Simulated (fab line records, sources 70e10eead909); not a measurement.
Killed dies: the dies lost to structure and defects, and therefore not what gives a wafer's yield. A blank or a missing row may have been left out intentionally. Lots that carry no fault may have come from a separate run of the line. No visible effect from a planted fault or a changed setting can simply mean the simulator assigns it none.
Which of the tools did it? || flow nand_harc || 36 wafers from 12 lots sampled at 6 of the route's 1302 steps

WHAT THE GAUGES SHOWED, per wafer
NHARC_P_GATE_CD_MEAS_46 targets a cd of 720 nm. Usual: cd_nm reads 720.0 nm (standard deviation 1.6).
{"lot": "L148", "measured": "day 5 11:17", "on": "cd_sem-02", "cd_nm (nm)": "718.3 720.5 718.9", "flag": ""}
{"lot": "L149", "measured": "day 6 01:05", "on": "cd_sem-02", "cd_nm (nm)": "723.3 720.7 723.5", "flag": ""}
{"lot": "L150", "measured": "day 6 08:35", "on": "cd_sem-03", "cd_nm (nm)": "719.1 721.6 720.0", "flag": ""}
{"lot": "L152", "measured": "day 7 06:40", "on": "cd_sem-02", "cd_nm (nm)": "632.7 634.4 635.3", "flag": "OFF"}
{"lot": "L163", "measured": "day 11 18:19", "on": "cd_sem-03", "cd_nm (nm)": "721.5 720.5 719.4", "flag": ""}
{"lot": "L162", "measured": "day 11 21:13", "on": "cd_sem-02", "cd_nm (nm)": "720.0 720.7 720.4", "flag": ""}
{"lot": "L164", "measured": "day 12 08:01", "on": "cd_sem-03", "cd_nm (nm)": "721.1 717.3 718.0", "flag": ""}
{"lot": "L165", "measured": "day 12 12:13", "on": "cd_sem-01", "cd_nm (nm)": "718.1 723.0 721.3", "flag": ""}
{"lot": "L167", "measured": "day 13 14:02", "on": "cd_sem-01", "cd_nm (nm)": "719.7 718.8 718.9", "flag": ""}
{"lot": "L168", "measured": "day 14 00:13", "on": "cd_sem-03", "cd_nm (nm)": "719.1 717.7 716.7", "flag": ""}
{"lot": "L169", "measured": "day 14 01:29", "on": "cd_sem-01", "cd_nm (nm)": "719.4 718.8 718.1", "flag": ""}
{"lot": "L171", "measured": "day 14 22:59", "on": "cd_sem-01", "cd_nm (nm)": "718.4 719.0 719.8", "flag": ""}

NHARC_END_SORT_01. Usual: killed_at_array 59, standard deviation 24; killed_at_other 0.7, standard deviation 1.2; killed_at_periphery 3.5, standard deviation 2.6; killed_dies 63, standard deviation 24; killed_open 3.2, standard deviation 2.1; killed_short 2.4, standard deviation 1.5.
{"lot": "L152", "measured": "day 25 05:32", "on": "prober-02", "killed_at_array": "23 36 27", "killed_at_other": "0 0 0", "killed_at_periphery": "28 28 29", "killed_dies": "51 64 56", "killed_open": "1 2 8", "killed_short": "1 7 2", "flag": "OFF"}

TOOL THAT RAN EACH LOT (tool first, then ch and the chambers of the sampled wafers, then the start)
{"lot": "L148", "NHARC_P_GATE_DEP_103": "pecvd-03 ch 0,1, day 4 22:32", "NHARC_P_GATE_ETCHBACK_37": "rie_diel-02 ch 1,2, day 5 11:07 or earlier", "NHARC_P_GATE_EXPOSE_43": "krf_scanner-02 ch 0, day 5 11:07", "NHARC_P_GATE_STRIP_75": "plasma_asher-01 ch 0,1, day 5 12:07"}
{"lot": "L149", "NHARC_P_GATE_DEP_103": "pecvd-02 ch 0,1, day 5 12:17", "NHARC_P_GATE_ETCHBACK_37": "rie_diel-12 ch 1,2,3, day 6 00:55 or earlier", "NHARC_P_GATE_EXPOSE_43": "krf_scanner-03 ch 0, day 6 00:55", "NHARC_P_GATE_STRIP_75": "plasma_asher-01 ch 0,1, day 6 01:55"}
{"lot": "L150", "NHARC_P_GATE_DEP_103": "pecvd-04 ch 1,2, day 5 20:17", "NHARC_P_GATE_ETCHBACK_37": "rie_diel-02 ch 1,2, day 6 08:26 or earlier", "NHARC_P_GATE_EXPOSE_43": "krf_scanner-03 ch 0, day 6 08:26", "NHARC_P_GATE_STRIP_75": "plasma_asher-02 ch 0,1, day 6 09:26"}
{"lot": "L152", "NHARC_P_GATE_DEP_103": "pecvd-02 ch 0,1, day 6 17:55", "NHARC_P_GATE_ETCHBACK_37": "rie_diel-10 ch 2,3, day 7 06:31 or earlier", "NHARC_P_GATE_EXPOSE_43": "krf_scanner-02 ch 0, day 7 06:31", "NHARC_P_GATE_STRIP_75": "plasma_asher-01 ch 0,1, day 7 07:31"}
{"lot": "L163", "NHARC_P_GATE_DEP_103": "pecvd-04 ch 0,2, day 11 05:41", "NHARC_P_GATE_ETCHBACK_37": "rie_diel-02 ch 0,3, day 11 18:09 or earlier", "NHARC_P_GATE_EXPOSE_43": "krf_scanner-03 ch 0, day 11 18:09", "NHARC_P_GATE_STRIP_75": "plasma_asher-02 ch 0,1, day 11 19:10"}
{"lot": "L162", "NHARC_P_GATE_DEP_103": "pecvd-03 ch 0,1,2, day 11 06:17", "NHARC_P_GATE_ETCHBACK_37": "rie_diel-12 ch 0,1,3, day 11 21:04 or earlier", "NHARC_P_GATE_EXPOSE_43": "krf_scanner-02 ch 0, day 11 21:04", "NHARC_P_GATE_STRIP_75": "plasma_asher-02 ch 0,1, day 11 22:02"}
{"lot": "L164", "NHARC_P_GATE_DEP_103": "pecvd-04 ch 0,1,2, day 11 19:30", "NHARC_P_GATE_ETCHBACK_37": "rie_diel-02 ch 0,1, day 12 07:52 or earlier", "NHARC_P_GATE_EXPOSE_43": "krf_scanner-03 ch 0, day 12 07:52", "NHARC_P_GATE_STRIP_75": "plasma_asher-02 ch 0,1, day 12 08:51"}
{"lot": "L165", "NHARC_P_GATE_DEP_103": "pecvd-02 ch 1,2, day 11 23:43", "NHARC_P_GATE_ETCHBACK_37": "rie_diel-10 ch 0,2, day 12 12:03 or earlier", "NHARC_P_GATE_EXPOSE_43": "krf_scanner-02 ch 0, day 12 12:03", "NHARC_P_GATE_STRIP_75": "plasma_asher-01 ch 1, day 12 13:02"}
{"lot": "L167", "NHARC_P_GATE_DEP_103": "pecvd-03 ch 0,1, day 13 01:38", "NHARC_P_GATE_ETCHBACK_37": "rie_diel-10 ch 0,2,3, day 13 13:52 or earlier", "NHARC_P_GATE_EXPOSE_43": "krf_scanner-03 ch 0, day 13 13:52", "NHARC_P_GATE_STRIP_75": "plasma_asher-01 ch 0,1, day 13 14:52"}
{"lot": "L168", "NHARC_P_GATE_DEP_103": "pecvd-04 ch 0,1,2, day 13 11:52", "NHARC_P_GATE_ETCHBACK_37": "rie_diel-12 ch 1,2, day 14 00:03 or earlier", "NHARC_P_GATE_EXPOSE_43": "krf_scanner-03 ch 0, day 14 00:03", "NHARC_P_GATE_STRIP_75": "plasma_asher-01 ch 0,1, day 14 01:02"}
{"lot": "L169", "NHARC_P_GATE_DEP_103": "pecvd-03 ch 0,1, day 13 12:31", "NHARC_P_GATE_ETCHBACK_37": "rie_diel-02 ch 2,3, day 14 01:20 or earlier", "NHARC_P_GATE_EXPOSE_43": "krf_scanner-02 ch 0, day 14 01:20", "NHARC_P_GATE_STRIP_75": "plasma_asher-01 ch 0,1, day 14 02:20"}
{"lot": "L171", "NHARC_P_GATE_DEP_103": "pecvd-04 ch 0,1, day 14 09:57", "NHARC_P_GATE_ETCHBACK_37": "rie_diel-12 ch 0,3, day 14 22:49 or earlier", "NHARC_P_GATE_EXPOSE_43": "krf_scanner-03 ch 0, day 14 22:49", "NHARC_P_GATE_STRIP_75": "plasma_asher-01 ch 0,1, day 14 23:50"}
- NHARC_P_GATE_DEP_103: deposits SiON, target thk 30 nm.
- NHARC_P_GATE_ETCHBACK_37: etches the open film in CHF3/O2, target depth 34.5 nm, time 17.2 s.
- NHARC_P_GATE_EXPOSE_43: exposes mask P NSD, target cd 720 nm.
- NHARC_P_GATE_STRIP_75: strips in O2.

AS READ BY THE TOOLS THEMSELVES (means over the sampled wafers that have a number; for cases with no such wafer, the mark the record gives instead)
NHARC_P_GATE_DEP_103. Usual: heater_power_w reads 789 W (standard deviation 90).
{"lot": "L148", "tool": "pecvd-03", "heater_power_w (W)": 817, "flag": ""}
{"lot": "L149", "tool": "pecvd-02", "heater_power_w (W)": 791, "flag": ""}
{"lot": "L150", "tool": "pecvd-04", "heater_power_w (W)": 781, "flag": ""}
{"lot": "L152", "tool": "pecvd-02", "heater_power_w (W)": 792, "flag": ""}
{"lot": "L163", "tool": "pecvd-04", "heater_power_w (W)": 871, "flag": ""}
{"lot": "L162", "tool": "pecvd-03", "heater_power_w (W)": 707, "flag": ""}
{"lot": "L164", "tool": "pecvd-04", "heater_power_w (W)": 805, "flag": ""}
{"lot": "L165", "tool": "pecvd-02", "heater_power_w (W)": 890, "flag": ""}
{"lot": "L167", "tool": "pecvd-03", "heater_power_w (W)": 733, "flag": ""}
{"lot": "L168", "tool": "pecvd-04", "heater_power_w (W)": 757, "flag": ""}
{"lot": "L169", "tool": "pecvd-03", "heater_power_w (W)": 679, "flag": ""}
{"lot": "L171", "tool": "pecvd-04", "heater_power_w (W)": 748, "flag": ""}

NHARC_P_GATE_ETCHBACK_37. Usual: chamber_pressure_mTorr 25.002 mTorr, standard deviation 0.022; drypump_motor_current_A 5.8 A, standard deviation 0.5; oes_product_au 0.944 a.u., standard deviation 0.029; rf_vpp_V 370.4 V, standard deviation 2.3; showerhead_plenum_p_Torr 2.39 Torr, standard deviation 0.095; throttle_valve_pct 20.573 %, standard deviation 0.0094.
{"lot": "L148", "tool": "rie_diel-02", "chamber_pressure_mTorr (mTorr)": 25.003, "drypump_motor_current_A (A)": 5.7, "oes_product_au (a.u.)": 0.930, "rf_vpp_V (V)": 368.3, "showerhead_plenum_p_Torr (Torr)": 2.28, "throttle_valve_pct (%)": 20.571, "flag": ""}
{"lot": "L149", "tool": "rie_diel-12", "chamber_pressure_mTorr (mTorr)": 24.992, "drypump_motor_current_A (A)": 5.2, "oes_product_au (a.u.)": 0.927, "rf_vpp_V (V)": 370.7, "showerhead_plenum_p_Torr (Torr)": 2.43, "throttle_valve_pct (%)": 20.582, "flag": ""}
{"lot": "L150", "tool": "rie_diel-02", "chamber_pressure_mTorr (mTorr)": 25.013, "drypump_motor_current_A (A)": 5.8, "oes_product_au (a.u.)": 0.916, "rf_vpp_V (V)": 368.2, "showerhead_plenum_p_Torr (Torr)": 2.28, "throttle_valve_pct (%)": 20.584, "flag": ""}
{"lot": "L152", "tool": "rie_diel-10", "chamber_pressure_mTorr (mTorr)": 25.009, "drypump_motor_current_A (A)": 6.2, "oes_product_au (a.u.)": 0.931, "rf_vpp_V (V)": 371.9, "showerhead_plenum_p_Torr (Torr)": 2.44, "throttle_valve_pct (%)": 20.573, "flag": ""}
{"lot": "L163", "tool": "rie_diel-02", "chamber_pressure_mTorr (mTorr)": 25.003, "drypump_motor_current_A (A)": 5.7, "oes_product_au (a.u.)": 0.927, "rf_vpp_V (V)": 369.6, "showerhead_plenum_p_Torr (Torr)": 2.36, "throttle_valve_pct (%)": 20.573, "flag": ""}
{"lot": "L162", "tool": "rie_diel-12", "chamber_pressure_mTorr (mTorr)": 25.002, "drypump_motor_current_A (A)": 5.5, "oes_product_au (a.u.)": 0.987, "rf_vpp_V (V)": 371.4, "showerhead_plenum_p_Torr (Torr)": 2.45, "throttle_valve_pct (%)": 20.580, "flag": ""}
{"lot": "L164", "tool": "rie_diel-02", "chamber_pressure_mTorr (mTorr)": 25.023, "drypump_motor_current_A (A)": 5.7, "oes_product_au (a.u.)": 0.953, "rf_vpp_V (V)": 372.0, "showerhead_plenum_p_Torr (Torr)": 2.42, "throttle_valve_pct (%)": 20.571, "flag": ""}
{"lot": "L165", "tool": "rie_diel-10", "chamber_pressure_mTorr (mTorr)": 24.990, "drypump_motor_current_A (A)": 6.5, "oes_product_au (a.u.)": 0.929, "rf_vpp_V (V)": 371.0, "showerhead_plenum_p_Torr (Torr)": 2.41, "throttle_valve_pct (%)": 20.572, "flag": ""}
{"lot": "L167", "tool": "rie_diel-10", "chamber_pressure_mTorr (mTorr)": 25.012, "drypump_motor_current_A (A)": 6.3, "oes_product_au (a.u.)": 0.920, "rf_vpp_V (V)": 370.9, "showerhead_plenum_p_Torr (Torr)": 2.42, "throttle_valve_pct (%)": 20.569, "flag": ""}
{"lot": "L168", "tool": "rie_diel-12", "chamber_pressure_mTorr (mTorr)": 24.996, "drypump_motor_current_A (A)": 5.1, "oes_product_au (a.u.)": 0.933, "rf_vpp_V (V)": 371.9, "showerhead_plenum_p_Torr (Torr)": 2.46, "throttle_valve_pct (%)": 20.568, "flag": ""}
{"lot": "L169", "tool": "rie_diel-02", "chamber_pressure_mTorr (mTorr)": 24.989, "drypump_motor_current_A (A)": 5.8, "oes_product_au (a.u.)": 0.993, "rf_vpp_V (V)": 366.4, "showerhead_plenum_p_Torr (Torr)": 2.25, "throttle_valve_pct (%)": 20.572, "flag": ""}
{"lot": "L171", "tool": "rie_diel-12", "chamber_pressure_mTorr (mTorr)": 24.993, "drypump_motor_current_A (A)": 5.2, "oes_product_au (a.u.)": 0.957, "rf_vpp_V (V)": 371.7, "showerhead_plenum_p_Torr (Torr)": 2.44, "throttle_valve_pct (%)": 20.576, "flag": ""}

NHARC_P_GATE_STRIP_75. Usual: drypump_motor_current_A 5.9 A, standard deviation 0.43; heater_power_w 349 W, standard deviation 22.
{"lot": "L148", "tool": "plasma_asher-01", "drypump_motor_current_A (A)": 6.0, "heater_power_w (W)": 365, "flag": ""}
{"lot": "L149", "tool": "plasma_asher-01", "drypump_motor_current_A (A)": 5.6, "heater_power_w (W)": 366, "flag": ""}
{"lot": "L150", "tool": "plasma_asher-02", "drypump_motor_current_A (A)": 6.0, "heater_power_w (W)": 332, "flag": ""}
{"lot": "L152", "tool": "plasma_asher-01", "drypump_motor_current_A (A)": 6.0, "heater_power_w (W)": 365, "flag": ""}
{"lot": "L163", "tool": "plasma_asher-02", "drypump_motor_current_A (A)": 6.1, "heater_power_w (W)": 325, "flag": ""}
{"lot": "L162", "tool": "plasma_asher-02", "drypump_motor_current_A (A)": 6.2, "heater_power_w (W)": 322, "flag": ""}
{"lot": "L164", "tool": "plasma_asher-02", "drypump_motor_current_A (A)": 6.0, "heater_power_w (W)": 308, "flag": ""}
{"lot": "L165", "tool": "plasma_asher-01", "drypump_motor_current_A (A)": 5.3, "heater_power_w (W)": 373, "flag": ""}
{"lot": "L167", "tool": "plasma_asher-01", "drypump_motor_current_A (A)": 6.0, "heater_power_w (W)": 357, "flag": ""}
{"lot": "L168", "tool": "plasma_asher-01", "drypump_motor_current_A (A)": 5.7, "heater_power_w (W)": 367, "flag": ""}
{"lot": "L169", "tool": "plasma_asher-01", "drypump_motor_current_A (A)": 6.0, "heater_power_w (W)": 356, "flag": ""}
{"lot": "L171", "tool": "plasma_asher-01", "drypump_motor_current_A (A)": 5.6, "heater_power_w (W)": 369, "flag": ""}

THE ANSWER, worked out from the rows above alone
Rule: a lot counts as off when the mean over its wafers that have a number is more than 3 standard deviations away from the usual mean. A lot without any number at a reading at which 4 lots or more have one is off too. Where the step has rows for the other lots, those lots are counted as sound. First the gauges in route order, then the tools' own readings, where a lot's mean is used as printed above. At the first step where some lot is off, the reading lying furthest off is the one used; lots without a number count as furthest.
Off, at NHARC_P_GATE_CD_MEAS_46 on cd_nm: L152.
A tool fits if, at a process step before that reading, it ran every lot that is off, and no sound lot after the first of them. The gauges at NHARC_P_GATE_CD_MEAS_46 aren't tried: what is off there is off at NHARC_END_SORT_01 too, on other tools, and a gauge's error can't cause that. Because NHARC_P_GATE_ETCHBACK_37 lacks a start for some lots, the hours and order of its lots are taken from NHARC_P_GATE_EXPOSE_43. No candidate that was tried fits.

WHAT THE SIMULATOR PUT IN
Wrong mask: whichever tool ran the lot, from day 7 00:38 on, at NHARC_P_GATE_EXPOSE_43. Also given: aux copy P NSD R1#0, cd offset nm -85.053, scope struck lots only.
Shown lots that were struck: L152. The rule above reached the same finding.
